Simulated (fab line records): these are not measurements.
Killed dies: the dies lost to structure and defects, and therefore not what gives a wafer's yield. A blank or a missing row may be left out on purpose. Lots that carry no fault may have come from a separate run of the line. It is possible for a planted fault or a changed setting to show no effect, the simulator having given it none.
Comparing a struck lot with a sound one ; flow nandHarc ; 12 steps out of a route of 1302
Sound: the wafers L603.1, L603.3, L603.6. Wafers struck: L609.1, L609.2, L609.5. The cause is named last.
For every step that has rows: the tool of each side, followed by ch and its chambers, followed by its first start. Under that, the readings that differ: sound wafers ; struck wafers ; difference of the means ; sigmas: that difference in standard deviations of wafers without a fault.
alike: same words and numbers on both sides, and readings whose means sit less than 2 such deviations apart. not compared: any withheld reading, any reading some wafer has no value for, any bound like >300 that may hide the same value, and any number with overlapping values for which the record gives no deviation.
The two part at a step that has a row with sigmas, a row that says differs or no value, or rows on one side only. When numbers do not overlap yet have no deviation, they are printed without sigmas and do not part them. A reading that every wafer of one side lacks parts them only if that side has two wafers or more.

NHARC_P_M0_PRE_CLEAN_31: time 12 s.
  sound on pecvd-01 ch 0,2, day 7 23:01; struck on pecvd-02 ch 0,1,2, day 10 08:10
  alike: heaterPowerW
NHARC_P_M0_DEP_32: deposits SiCN, target thk 30 nm.
  sound on pecvd-01 ch 0,2, day 7 23:08; struck on pecvd-02 ch 0,1,2, day 10 08:16
  alike: heaterPowerW
then, 8 steps without rows for these wafers: NHARC_P_M1_DEP_00 (deposits SiOC, target thk 182.5 nm); NHARC_P_M1_DEHYDRATE_01 (time 120 s); NHARC_P_M1_HMDS_02 (time 30 s); NHARC_P_M1_COAT_34 (time 65 s); NHARC_P_M1_COAT_03 (resist thk 90 nm); NHARC_P_M1_SOFTBAKE_04 (time 55 s); NHARC_P_M1_EBR_05; NHARC_P_M1_EXPOSE_06 (exposes mask P M1, target cd 130 nm).
NHARC_P_M1_PEB_07: peb time 65 s.
  sound on lithoTrack-04 ch 0, day 8 00:14; struck on lithoTrack-04, day 10 09:22
  no value came back on the struck wafers for chillPlateTempC (C), exhaustPa (Pa), plateTempC (C); on the sound wafers chillPlateTempC (C) reads 22.96 22.86 23.02
then, 1 step without rows for these wafers: NHARC_P_M1_DEVELOP_08 (develop time 35 s).

WHERE THEY PART
At NHARC_P_M1_PEB_07 and nowhere else, as far as this record goes.

WHY: the cause the simulator had injected
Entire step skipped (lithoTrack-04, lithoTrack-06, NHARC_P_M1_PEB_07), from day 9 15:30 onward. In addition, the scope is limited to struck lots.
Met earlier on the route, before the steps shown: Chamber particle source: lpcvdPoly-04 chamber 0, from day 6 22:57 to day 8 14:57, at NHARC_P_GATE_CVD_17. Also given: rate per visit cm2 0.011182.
